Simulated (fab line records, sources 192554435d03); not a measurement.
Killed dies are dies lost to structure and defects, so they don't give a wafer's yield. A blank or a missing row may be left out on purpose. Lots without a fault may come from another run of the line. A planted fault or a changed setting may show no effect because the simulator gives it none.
Which tool did it? | flow n5_finfet | 12 lots, 36 wafers sampled, at 1 step of a route of 1938

WHAT THE GAUGES READ, wafer by wafer
N5_BEOL_M7_OVL_MEAS_12.
lot  | measured     | on         | M7_OVL (nm)
L075 | day 10 03:15 | overlay-02 | 1.3 1.8 1.9
L076 | day 10 13:25 | overlay-02 | 0.1 -0.8 0.0
L079 | day 10 20:19 | overlay-02 | 1.0 0.0 -0.2
L081 | day 11 10:04 | overlay-02 | 1.6 1.1 -0.9
L082 | day 11 21:05 | overlay-01 | 0.5 1.7 1.3
L086 | day 12 19:46 | overlay-01 | 0.4 0.8 1.0
L087 | day 12 23:24 | overlay-02 | 0.3 0.2 0.7
L088 | day 13 09:55 | overlay-01 | -0.1 0.3 0.5
L092 | day 14 00:30 | overlay-02 | -0.9 0.1 -1.5
L094 | day 14 17:37 | overlay-01 | 1.0 1.0 0.8
L093 | day 15 00:27 | overlay-01 | 1.4 1.2 1.0
L097 | day 15 07:57 | overlay-02 | 0.0 0.2 -1.5

WHICH TOOL RAN EACH LOT (tool, then ch and the chambers of the sampled wafers, then the start)
The record holds no process step before these readings.

THE ANSWER, worked out from the rows above alone
Rule: what is usual is taken from the lots themselves. Put in order of their means at a reading, lots are off if they are a third of the lots or fewer, leave a main group of 4 or more, and stand apart from it by a gap of 3 or more times the standard deviation of the main group's means; of several such gaps the widest counts. A main group whose means are all the same, to the digits that the tables above print for the reading, isn't used. A lot without any number at a reading at which 4 lots or more have one is off too. The other lots that the step has rows for count as sound.
No lot is off at any reading shown: from this, nothing can be told.

WHAT THE SIMULATOR HAD PUT IN
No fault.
